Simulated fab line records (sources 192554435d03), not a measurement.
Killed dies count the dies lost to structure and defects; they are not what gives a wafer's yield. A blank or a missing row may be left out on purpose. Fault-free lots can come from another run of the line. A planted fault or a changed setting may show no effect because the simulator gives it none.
fab line records    flow n5-finfet
[record] lots = 5  wafers = 15  last-day = 20
route steps=1938 shown BEOL_M3@938 BEOL_M4@1111
lots that met no fault: from a run of the same line without faults
start-h: the number of hours between the record's first day and the start of the first shown wafer of the lot    wait-h: time in hours since the lot's previous step    " the same as in the row above    L1.1+2: a single row standing in for several wafers    - no value present, or no start provided    * or withheld: withheld    < > ~ a bound
route shown NAME@n: names a module that has steps shown in the file, with the first one's number in the route    usual: mean and standard deviation over wafers with no fault    same: alike in all rows    chamber/n: place in a boat    sites: per-site readings    _std_site: standard deviation across them    _edge_site: inner sites' mean taken away from outer sites' mean    radius-mm: how far each site lies from the wafer's centre    mask NAME#n: copy n    behind: the tool/chamber that last shaped the wafer    hold: cause of the lot's hold/its duration in hours/its outcome    device: transistor that didn't switch, given as n, p or np    end of line: tests of these same wafers at the route's end    a step given without rows: its recipe and nothing more    killed: not the wafer's yield, but the dies lost to structure and defects at the first sort    map: a wafer's dies, x killed, . not, _ none there
set.NAME: the setting as run; set.NAME@STEP: as run at that earlier step    model.NAME: the simulator's own value behind a step, which no gauge read
lots at some steps of the route; a table a step, a row a wafer
services: the hour from which a tool's chamber was out of use, counted from the record's first day as start-h (under 0 if before that day), plus the number of hours and why
[[steps]]
[step N5_BEOL_M3_COAT_05]
[recipe] resist = CAR-EUV  spin-rpm = 1500  resist-thk-nm = 30
[step N5_BEOL_M3_EBR_07]
[recipe] solvent = PGMEA  ebr-width-mm = 1.5
[step N5_BEOL_M3_SOFTBAKE_06]
[recipe] temp-c = 110  time-s = 60  resist = CAR-EUV
[step N5_BEOL_M3_EXPOSE_08]
[recipe] mask-id = M3  na = 0.33  source-shape = dipole  sigma-inner = 0.369  sigma-outer = 0.767  polarization = unpolarized  dose-mj = 33
[step N5_BEOL_M3_PEB_09]
[recipe] peb-temp-c = 100  peb-time-s = 60  resist = CAR-EUV
[step N5_BEOL_M3_DEVELOP_10]
[recipe] develop-time-s = 30  developer = TMAH  resist = CAR-EUV  rinse-liquid = surfactant-rinse  dry = air-spin  dev-temp-c = 23
[step N5_BEOL_M3_CD_MEAS_11]
[recipe] target-cd-nm = 17.05  landing-energy-ev = 500  detector = se-inlens  polarity = opening
[usual] cd-nm = 17.11/0.26
lot.wafer  tool       chamber  start-h  wait-h  cd-nm
L687.2     cd-sem-03  0        184.36   -       17.50
L687.3     "          0        "        "       17.32
L687.6     "          0        "        "       16.74
L689.3     cd-sem-02  0        191.76   -       17.07
L689.5     "          0        "        "       16.91
L689.6     "          0        "        "       16.78
L701.1     cd-sem-01  0        269.41   -       16.96
L701.2     "          0        "        "       17.46
L701.6     "          0        "        "       17.36
L700.1     cd-sem-03  0        276.79   -       17.10
L700.3     "          0        "        "       17.84
L700.5     "          0        "        "       17.27
L706.3     cd-sem-01  0        289.58   -       16.59
L706.5     "          0        "        "       17.37
L706.6     "          0        "        "       16.84
[step N5_BEOL_M3_OVL_MEAS_12]
[recipe] points-per-wafer = 522
[usual] M3_OVL = -0.3/0.64
lot.wafer  tool        chamber  start-h  wait-h  M3_OVL[nm]
L687.2     overlay-01  0        184.40   0.0     0.8
L687.3     "           0        "        "       1.1
L687.6     "           0        "        "       0.1
L689.3     overlay-02  0        191.80   0.0     -1.3
L689.5     "           0        "        "       -1.0
L689.6     "           0        "        "       -1.0
L701.1     overlay-01  0        269.44   0.0     -0.9
L701.2     "           0        "        "       -0.2
L701.6     "           0        "        "       0.7
L700.1     overlay-01  0        276.82   0.0     0.3
L700.3     "           0        "        "       -0.2
L700.5     "           0        "        "       -0.2
L706.3     overlay-02  0        289.62   0.0     -0.6
L706.5     "           0        "        "       -0.4
L706.6     "           0        "        "       -1.4
[step N5_BEOL_M3_INSPECT_13]
[recipe] mode = adi  inspect-instrument = brightfield
[usual] raw-defect-count = 429/83
lot.wafer  tool               chamber  start-h  wait-h  raw-defect-count
L687.2     defect-inspect-02  -        184.45   0.0     459
L687.3     "                  -        "        "       541
L687.6     "                  -        "        "       528
L689.3     defect-inspect-02  -        191.84   0.0     302
L689.5     "                  -        "        "       344
L689.6     "                  -        "        "       338
L701.1     defect-inspect-01  -        269.50   0.1     455
L701.2     "                  -        "        "       565
L701.6     "                  -        "        "       504
L700.1     defect-inspect-01  -        276.88   0.1     365
L700.3     "                  -        "        "       471
L700.5     "                  -        "        "       355
L706.3     defect-inspect-01  -        289.67   0.0     463
L706.5     "                  -        "        "       589
L706.6     "                  -        "        "       415
[step N5_BEOL_M3_DESCUM_16]
[recipe] chemistry = O2  time-s = 7  source-power-w = 50  bias-power-w = 20  pressure-mtorr = 20  rf-frequency-hz = 2.712e+07  temp-c = 40  resist = CAR-EUV  o2-flow-sccm = 225
[usual] drypump-motor-current-A = 5.6/0.47  oes-product-au = 0.78/0.1  rf-vpp-V = 243.4/1.4  showerhead-plenum-p-Torr = 2.11/0.075  throttle-valve-pct = 20.30/0.2
[same] time-s = 7
lot.wafer  tool         chamber  start-h  wait-h  drypump-motor-current-A  oes-product-au  rf-hours-counter-h  rf-vpp-V  showerhead-plenum-p-Torr  throttle-valve-pct
L687.2     rie-diel-03  3        184.58   0.1     5.2                      0.83            58                  243.4     2.11                      20.13
L687.3     "            0        "        "       5.1                      0.71            202                 244.2     2.15                      20.39
L687.6     "            2        "        "       5.6                      0.69            -                   246.6     2.13                      20.22
L689.3     rie-diel-03  0        192.19   0.3     5.1                      0.72            205                 243.9     2.15                      20.41
L689.5     "            0        "        "       5.1                      0.71            -                   243.7     2.15                      20.40
L689.6     "            1        "        "       6.4                      0.98            -                   243.2     2.05                      19.89
L701.1     rie-diel-05  2        269.53   0.0     5.6                      0.97            10                  243.4     2.26                      20.35
L701.2     "            1        "        "       5.5                      0.83            83                  246.0     2.20                      20.12
L701.6     "            2        "        "       5.5                      0.99            -                   245.9     2.26                      20.34
L700.1     rie-diel-02  3        277.21   0.3     6.1                      0.71            223                 241.7     1.98                      20.45
L700.3     "            2        "        "       5.6                      0.72            220                 244.0     2.17                      20.36
L700.5     "            1        "        "       6.5                      0.75            -                   242.6     2.01                      20.59
L706.3     rie-diel-02  3        289.70   0.0     6.0                      0.70            227                 243.8     1.98                      20.46
L706.5     "            1        "        "       6.4                      0.74            -                   240.9     2.01                      20.62
L706.6     "            0        "        "       5.0                      0.96            -                   244.8     2.15                      19.79
[step N5_BEOL_M3_ETCH_74]
[recipe] chemistry = N2/H2  target = underlayer  target-depth-a = 65  mask-material = CAR-EUV  time-s = 5.2  ion-energy-ev = 200  pressure-mtorr = 30  source-w = 840  bias-w = 150  n2-flow-sccm = 200  h2-flow-sccm = 200  ends = cleared
[usual] drypump-motor-current-A = 5.6/0.47  etch-rf-on-time-s = 5.21/0.15  oes-product-au = 0.67/0.089  rf-vpp-V = 524.5/2.9  showerhead-plenum-p-Torr = 2.56/0.096  throttle-valve-pct = 17.69/0.17
lot.wafer  tool         chamber  start-h  wait-h  drypump-motor-current-A  etch-rf-on-time-s  oes-product-au  rf-hours-counter-h  rf-vpp-V  showerhead-plenum-p-Torr  throttle-valve-pct
L687.2     rie-diel-03  3        184.62   0.0     5.2                      5.14               0.71            58                  525.0     2.59                      17.70
L687.3     "            0        "        "       5.1                      5.05               0.62            202                 526.2     2.61                      17.78
L687.6     "            2        "        "       5.6                      5.44               0.57            -                   527.8     2.61                      17.87
L689.3     rie-diel-03  0        192.22   0.0     5.1                      4.99               0.62            205                 526.0     2.61                      17.76
L689.5     "            0        "        "       5.1                      5.00               0.62            -                   525.1     2.61                      17.76
L689.6     "            1        "        "       6.4                      5.03               0.85            -                   522.8     2.49                      17.27
L701.1     rie-diel-05  2        269.57   0.0     5.6                      5.00               0.82            10                  529.4     2.70                      17.52
L701.2     "            1        "        "       5.5                      5.02               0.72            83                  527.6     2.67                      17.53
L701.6     "            2        "        "       5.5                      4.97               0.84            -                   525.9     2.70                      17.53
L700.1     rie-diel-02  3        277.25   0.0     6.0                      5.37               0.60            223                 518.9     2.39                      17.73
L700.3     "            2        "        "       5.6                      5.44               0.60            220                 528.9     2.62                      17.81
L700.5     "            1        "        "       6.5                      5.33               0.64            -                   522.0     2.42                      17.89
L706.3     rie-diel-02  3        289.74   0.0     6.1                      5.29               0.61            227                 520.7     2.39                      17.70
L706.5     "            1        "        "       6.5                      5.29               0.63            -                   519.6     2.42                      17.89
L706.6     "            0        "        "       5.0                      4.99               0.83            -                   527.2     2.60                      17.19
[step N5_BEOL_M3_ETCH_63]
[recipe] chemistry = CF4  target = SiARC  target-depth-a = 156  mask-material = CAR-EUV  time-s = 26  ion-energy-ev = 80  pressure-mtorr = 40  source-w = 545  bias-w = 36  Ar_flow_sccm = 100  cf4-flow-sccm = 100  ends = cleared
[usual] drypump-motor-current-A = 5.6/0.47  etch-rf-on-time-s = 26.1/0.69  oes-product-au = 0.67/0.088  rf-vpp-V = 184.2/1.2  showerhead-plenum-p-Torr = 2.16/0.067  throttle-valve-pct = 15.53/0.22
lot.wafer  tool         chamber  start-h  wait-h  drypump-motor-current-A  etch-rf-on-time-s  oes-product-au  rf-hours-counter-h  rf-vpp-V  showerhead-plenum-p-Torr  throttle-valve-pct
L687.2     rie-diel-03  3        184.63   0.0     5.1                      25.5               0.71            58                  184.1     2.18                      15.40
L687.3     "            0        "        "       5.1                      25.3               0.62            202                 183.5     2.20                      15.65
L687.6     "            2        "        "       5.6                      26.9               0.57            -                   184.1     2.18                      15.55
L689.3     rie-diel-03  0        192.24   0.0     5.1                      25.4               0.62            205                 184.6     2.20                      15.67
L689.5     "            0        "        "       5.1                      25.5               0.61            -                   184.2     2.20                      15.64
L689.6     "            1        "        "       6.4                      25.7               0.84            -                   183.9     2.11                      15.05
L701.1     rie-diel-05  2        269.58   0.0     5.6                      25.3               0.82            10                  185.8     2.28                      15.33
L701.2     "            1        "        "       5.4                      25.3               0.71            83                  184.9     2.25                      15.40
L701.6     "            2        "        "       5.6                      25.3               0.83            -                   185.1     2.28                      15.33
L700.1     rie-diel-02  3        277.26   0.0     6.0                      26.8               0.60            223                 183.4     2.05                      15.83
L700.3     "            2        "        "       5.6                      27.0               0.60            220                 184.5     2.19                      15.49
L700.5     "            1        "        "       6.4                      26.7               0.63            -                   182.7     2.07                      15.85
L706.3     rie-diel-02  3        289.76   0.0     6.1                      26.6               0.61            227                 183.7     2.05                      15.82
L706.5     "            1        "        "       6.4                      26.5               0.63            -                   182.9     2.07                      15.84
L706.6     "            0        "        "       5.0                      25.2               0.84            -                   185.1     2.19                      14.99
[step N5_BEOL_M3_ETCH_64]
[recipe] chemistry = N2/H2  target = SOC  target-depth-a = 750  overetch-a = 150  mask-material = SiARC  temp-c = 40  time-s = 112.5  ion-energy-ev = 200  pressure-mtorr = 30  source-w = 840  bias-w = 150  n2-flow-sccm = 200  h2-flow-sccm = 200
[usual] drypump-motor-current-A = 5.6/0.47  oes-product-au = 0.62/0.075  rf-vpp-V = 524.4/2.6  showerhead-plenum-p-Torr = 2.56/0.096  throttle-valve-pct = 17.65/0.17
lot.wafer  tool         chamber  start-h  wait-h  drypump-motor-current-A  oes-product-au  rf-hours-counter-h  rf-vpp-V  showerhead-plenum-p-Torr  throttle-valve-pct  model.SiARC_of_BEOL_M3_COAT_62.thk-nm  model.BEOL_M3.cd-offset-nm
L687.2     rie-diel-03  3        184.66   0.0     5.2                      0.66            58                  525.4     2.59                      17.67               6.6                                    0.6
L687.3     "            0        "        "       5.1                      0.57            202                 525.7     2.61                      17.73               6.6                                    0.2
L687.6     "            2        "        "       5.6                      0.54            -                   524.1     2.61                      17.79               7                                      0.4
L689.3     rie-diel-03  0        192.27   0.0     5.1                      0.56            205                 525.3     2.61                      17.72               6.6                                    0
L689.5     "            0        "        "       5.1                      0.51            -                   524.3     2.61                      17.71               5.2                                    0.6
L689.6     "            1        "        "       6.4                      0.77            -                   523.3     2.49                      17.23               6.8                                    0
L701.1     rie-diel-05  2        269.61   0.0     5.6                      0.75            10                  526.4     2.70                      17.47               6.6                                    -0.4
L701.2     "            1        "        "       5.5                      0.65            83                  527.4     2.67                      17.47               6.4                                    0
L701.6     "            2        "        "       5.6                      0.76            -                   527.3     2.70                      17.48               6.6                                    0
L700.1     rie-diel-02  3        277.29   0.0     6.0                      0.57            223                 519.5     2.39                      17.69               7                                      0
L700.3     "            2        "        "       5.6                      0.56            220                 526.1     2.62                      17.77               7                                      0.4
L700.5     "            1        "        "       6.4                      0.59            -                   522.5     2.42                      17.85               6.8                                    0
L706.3     rie-diel-02  3        289.78   0.0     6.0                      0.56            227                 520.6     2.39                      17.69               7                                      -0.2
L706.5     "            1        "        "       6.4                      0.59            -                   520.7     2.42                      17.85               6.8                                    0
L706.6     "            0        "        "       5.0                      0.76            -                   525.3     2.60                      17.15               6.6                                    0
[step N5_BEOL_M3_STRIP_65]
[recipe] chemistry = N2/H2  temp-c = 40  n2-flow-sccm = 200  h2-flow-sccm = 200  rf-frequency-hz = 6e+07
[step N5_BEOL_M3_STRIP_75]
[recipe] chemistry = N2/H2  temp-c = 40  n2-flow-sccm = 200  h2-flow-sccm = 200  rf-frequency-hz = 6e+07
[step N5_BEOL_M3_STRIP_66]
[recipe] chemistry = CF4  resist = SiARC  power-w = 300  bias-power-w = 75  pressure-mtorr = 50  cf4-flow-sccm = 150  rf-frequency-hz = 6e+07
[usual] drypump-motor-current-A = 5.6/0.47  oes-product-au = 0.77/0.093  rf-vpp-V = 271.4/1.7  showerhead-plenum-p-Torr = 1.81/0.054  throttle-valve-pct = 13.52/0.24
lot.wafer  tool         chamber  start-h  wait-h  drypump-motor-current-A  oes-product-au  rf-hours-counter-h  rf-vpp-V  showerhead-plenum-p-Torr  throttle-valve-pct
L687.2     rie-diel-03  3        184.79   0.0     5.2                      0.82            58                  271.5     1.82                      13.32
L687.3     "            0        "        "       5.1                      0.71            202                 271.4     1.85                      13.67
L687.6     "            2        "        "       5.6                      0.68            -                   272.4     1.82                      13.57
L689.3     rie-diel-03  0        192.40   0.0     5.1                      0.71            205                 271.7     1.85                      13.68
L689.5     "            0        "        "       5.1                      0.71            -                   272.6     1.85                      13.70
L689.6     "            1        "        "       6.3                      0.97            -                   269.7     1.76                      13.01
L701.1     rie-diel-05  2        269.74   0.0     5.6                      0.95            10                  275.4     1.91                      13.28
L701.2     "            1        "        "       5.4                      0.82            83                  272.9     1.88                      13.35
L701.6     "            2        "        "       5.6                      0.94            -                   275.0     1.91                      13.26
L700.1     rie-diel-02  3        277.42   0.0     6.0                      0.71            223                 270.1     1.72                      13.82
L700.3     "            2        "        "       5.6                      0.71            220                 273.1     1.84                      13.54
L700.5     "            1        "        "       6.4                      0.73            -                   270.0     1.74                      13.80
L706.3     rie-diel-02  3        289.91   0.0     6.0                      0.70            227                 269.8     1.72                      13.84
L706.5     "            1        "        "       6.4                      0.74            -                   269.3     1.74                      13.83
L706.6     "            0        "        "       5.0                      0.95            -                   272.8     1.84                      12.97
[step N5_BEOL_M3_HM_OPEN_17]
[recipe] chemistry = Cl2/BCl3  target-depth-a = 200  overetch-a = 60  target = TiN  mask-material = SOC  ion-energy-ev = 150  pressure-mtorr = 10  icp-w = 1000  bias-w = 126  Cl2_flow_sccm = 53.25  bcl3-flow-sccm = 21.75  Ar_flow_sccm = 25
[usual] drypump-motor-current-A = 5.9/0.61  oes_ar_750_au = 0.80/0.09  oes-product-au = 0.70/0.067  throttle-valve-pct = 22.04/0.18
lot.wafer  tool          chamber  start-h  wait-h  drypump-motor-current-A  oes_ar_750_au  oes-product-au  rf-hours-counter-h  throttle-valve-pct  model.etch.depth-nm  model.BEOL_M3.cd-offset-nm
L687.2     rie-metal-01  0        184.83   0.0     5.5                      0.77           0.66            36                  22.13               19.39                0.6
L687.3     "             1        "        "       5.0                      0.77           0.66            -                   21.97               19.82                0
L687.6     "             1        "        "       5.0                      0.77           0.66            -                   21.99               19.39                0.2
L689.3     rie-metal-02  0        192.47   0.1     6.5                      0.98           0.80            -                   21.94               19.96                0.2
L689.5     "             0        "        "       6.5                      0.98           0.72            -                   22.03               16.84                0.8
L689.6     "             1        "        "       5.6                      0.69           0.60            -                   22.43               19.76                0
L701.1     rie-metal-02  0        269.78   0.0     6.5                      0.94           0.76            13                  21.94               19.77                -0.2
L701.2     "             0        "        "       6.5                      0.94           0.75            -                   21.95               19.65                0.2
L701.6     "             0        "        "       6.6                      0.93           0.77            -                   21.95               19.97                0.2
L700.1     rie-metal-02  0        277.46   0.0     6.6                      0.93           0.77            13                  21.94               20.11                0.2
L700.3     "             1        "        "       5.5                      0.68           0.60            -                   22.44               20.09                0.2
L700.5     "             0        "        "       6.6                      0.93           0.77            -                   21.93               20.24                0.2
L706.3     rie-metal-01  0        289.98   0.1     5.5                      0.73           0.64            -                   22.16               19.93                -0.2
L706.5     "             1        "        "       5.0                      0.73           0.65            -                   21.99               20.12                0
L706.6     "             0        "        "       5.5                      0.73           0.64            -                   22.15               19.71                0
[step N5_BEOL_M3_STRIP_19]
[recipe] chemistry = O2  power-w = 400  temp-c = 40  pressure-mtorr = 30  rf-frequency-hz = 6e+07  bias-power-w = 0  overash-fraction = 0.2  o2-flow-sccm = 225
[usual] drypump-motor-current-A = 5.6/0.44  oes-product-au = 0.79/0.1  rf-vpp-V = 3.6/0.51  showerhead-plenum-p-Torr = 2.12/0.077  throttle-valve-pct = 16.56/0.2
[same] overash-fraction = 0.2
lot.wafer  tool         chamber  start-h  wait-h  drypump-motor-current-A  oes-product-au  rf-hours-counter-h  rf-vpp-V  showerhead-plenum-p-Torr  throttle-valve-pct
L687.2     rie-diel-02  3        184.96   0.1     6.0                      0.73            190                 3.7       1.99                      16.71
L687.3     "            2        "        "       5.6                      0.73            186                 4.0       2.18                      16.59
L687.6     "            2        "        "       5.6                      0.74            -                   4.2       2.18                      16.60
L689.3     rie-diel-02  3        192.67   0.2     6.0                      0.73            191                 3.1       1.99                      16.67
L689.5     "            2        "        "       5.5                      0.75            -                   4.3       2.18                      16.60
L689.6     "            3        "        "       6.0                      0.73            -                   4.6       1.99                      16.70
L701.1     rie-diel-02  3        270.06   0.2     6.0                      0.71            220                 4.1       1.98                      16.76
L701.2     "            0        "        "       5.0                      0.98            4                   3.2       2.15                      16.03
L701.6     "            1        "        "       6.4                      0.75            -                   3.5       2.01                      16.83
L700.1     rie-diel-05  1        277.57   0.1     5.4                      0.83            85                  3.8       2.20                      16.39
L700.3     "            0        "        "       5.6                      0.92            26                  3.7       2.07                      16.65
L700.5     "            1        "        "       5.4                      0.83            -                   3.7       2.20                      16.40
L706.3     rie-diel-03  2        290.06   0.1     5.6                      0.96            11                  3.7       2.13                      16.17
L706.5     "            3        "        "       5.1                      0.80            -                   3.6       2.10                      16.40
L706.6     "            2        "        "       5.6                      0.96            -                   4.1       2.13                      16.19
[step N5_BEOL_M3_CD_MEAS_18]
[recipe] pitch-nm = 36  target-cd-nm = 18
[usual] cd-nm = 18.1/0.32
lot.wafer  tool       chamber  start-h  wait-h  cd-nm
L687.2     cd-sem-02  -        185.03   0.1     18.4
L687.3     "          -        "        "       18.0
L687.6     "          -        "        "       18.2
L689.3     cd-sem-02  -        192.74   0.1     18.2
L689.5     "          -        "        "       19.1
L689.6     "          -        "        "       18.0
L701.1     cd-sem-03  -        270.13   0.0     17.7
L701.2     "          -        "        "       18.2
L701.6     "          -        "        "       18.2
L700.1     cd-sem-01  -        277.64   0.0     18.1
L700.3     "          -        "        "       18.5
L700.5     "          -        "        "       18.6
L706.3     cd-sem-02  -        290.14   0.1     18.2
L706.5     "          -        "        "       17.9
L706.6     "          -        "        "       17.9
[step N5_BEOL_M3_COAT_67]
[recipe] resist = SOC  temp-c = 250  time-s = 60  spin-rpm = 1500  resist-thk-nm = 60
[step N5_BEOL_M4_RC_MEAS_101]
[usual] DIBL_N = 36.0/1.9  DIBL_P = 35.6/2.2  IOFF_N = 0.15/0.031  IOFF_P = 0.19/0.032  ION_N = 668/11  ION_P = 455/7.2  SS_N = 71.5/0.65  SS_P = 73.4/0.64  VT_N = 251/3.6  VT_P = -253/3.3
lot.wafer  tool       chamber  start-h  wait-h  DIBL_N[mV/V]  DIBL_P[mV/V]  IOFF_N[nA/um]  IOFF_P[nA/um]  ION_N[uA/um]  ION_P[uA/um]  SS_N[mV/dec]  SS_P[mV/dec]  VT_N[mV]  VT_P[mV]
L687.2     prober-01  0        216.05   0.2     37.1          35.6          0.17           0.21           679           466           71.8          73.8          248       -252
L687.3     "          0        "        "       35.4          34.6          0.14           0.20           674           474           71.2          73.3          248       -248
L687.6     "          0        "        "       39.3          39.2          0.23           0.27           700           469           72.6          74.6          246       -244
L689.3     prober-01  0        241.53   0.3     37.3          38.6          0.19           0.22           679           465           72.7          73.5          245       -250
L689.5     "          0        "        "       36.6          38.7          0.17           0.22           670           462           71.8          73.1          251       -251
L689.6     "          0        "        "       39.4          41.2          0.22           0.26           690           468           72.8          74.9          245       -248
L701.1     prober-02  0        313.66   0.0     39.0          37.8          0.18           0.21           668           457           71.8          74.2          249       -252
L701.2     "          0        "        "       36.6          35.2          0.15           0.18           674           453           70.4          73.2          252       -253
L701.6     "          0        "        "       36.7          35.5          0.15           0.18           682           458           71.2          73.5          252       -255
L700.1     prober-01  0        322.67   0.0     37.3          35.0          0.15           0.18           665           452           71.6          73.7          250       -254
L700.3     "          0        "        "       39.6          37.6          0.20           0.22           682           458           71.9          73.6          245       -251
L700.5     "          0        "        "       38.5          37.1          0.17           0.22           677           462           71.7          73.7          247       -250
L706.3     prober-01  0        361.83   0.3     35.6          34.6          0.14           0.20           657           454           71.8          73.5          250       -249
L706.5     "          0        "        "       36.1          34.3          0.14           0.18           666           448           71.8          73.3          255       -252
L706.6     "          0        "        "       35.4          34.2          0.13           0.20           672           464           70.9          73.3          251       -250
[[services]]
tool          chamber  start-h  hours  kind
rie-diel-05   3        171.94   12.6   repair
rie-diel-05   0        184.97   -      clean
rie-diel-05   0        184.97   -      consumable-replace:focus-ring
rie-diel-05   0        184.97   23.1   scheduled-down
rie-diel-05   0        184.97   23.1   vent-cycle
rie-diel-03   0        202.03   2.2    repair
rie-diel-05   2        208.17   -      clean
rie-diel-05   2        208.17   -      consumable-replace:esc
rie-diel-05   2        208.17   -      consumable-replace:focus-ring
rie-diel-03   2        225.93   -      clean
rie-diel-03   2        225.93   -      consumable-replace:focus-ring
rie-diel-03   2        225.93   25.0   scheduled-down
rie-diel-03   2        225.93   25.0   vent-cycle
rie-diel-02   1        229.90   7.5    repair
rie-diel-02   0        237.40   -      clean
rie-diel-02   0        237.40   -      consumable-replace:focus-ring
rie-diel-02   0        237.40   18.5   scheduled-down
rie-diel-02   0        237.40   18.5   vent-cycle
rie-diel-03   -        240.30   14.6   pm
rie-metal-02  -        259.01   1.1    repair
rie-metal-02  1        266.96   4.9    repair
rie-diel-05   1        270.40   3.0    repair
rie-diel-02   0        274.42   7.1    repair
rie-metal-02  0        284.47   3.0    repair
[[key]]
[first-sign] step = N5_BEOL_M3_CD_MEAS_18  reading = cd-nm  direction = up  sigmas = 3.2  usual = 18.1  struck = 19.1
effect none on later readings
[model-effect] step = N5_BEOL_M3_ETCH_64  value = SiARC_of_BEOL_M3_COAT_62.thk-nm  without = 6.6  struck = 5.2
[model-effect] step = N5_BEOL_M3_HM_OPEN_17  value = etch.depth-nm  without = 19.52  struck = 16.84
met-at N5_BEOL_M3_ETCH_64
struck-wafers L689.5
onset-between 184.66 192.27
[fault] kind = process-parameter-drift  tool = rie-diel-03  chamber = -  onset-h = 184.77  steps = N5_BEOL_M3_ETCH_64  channel = time-s  offset = *  shape = step  end-h = 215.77  scope = struck-wafers-only  acts-in = *  stated = *
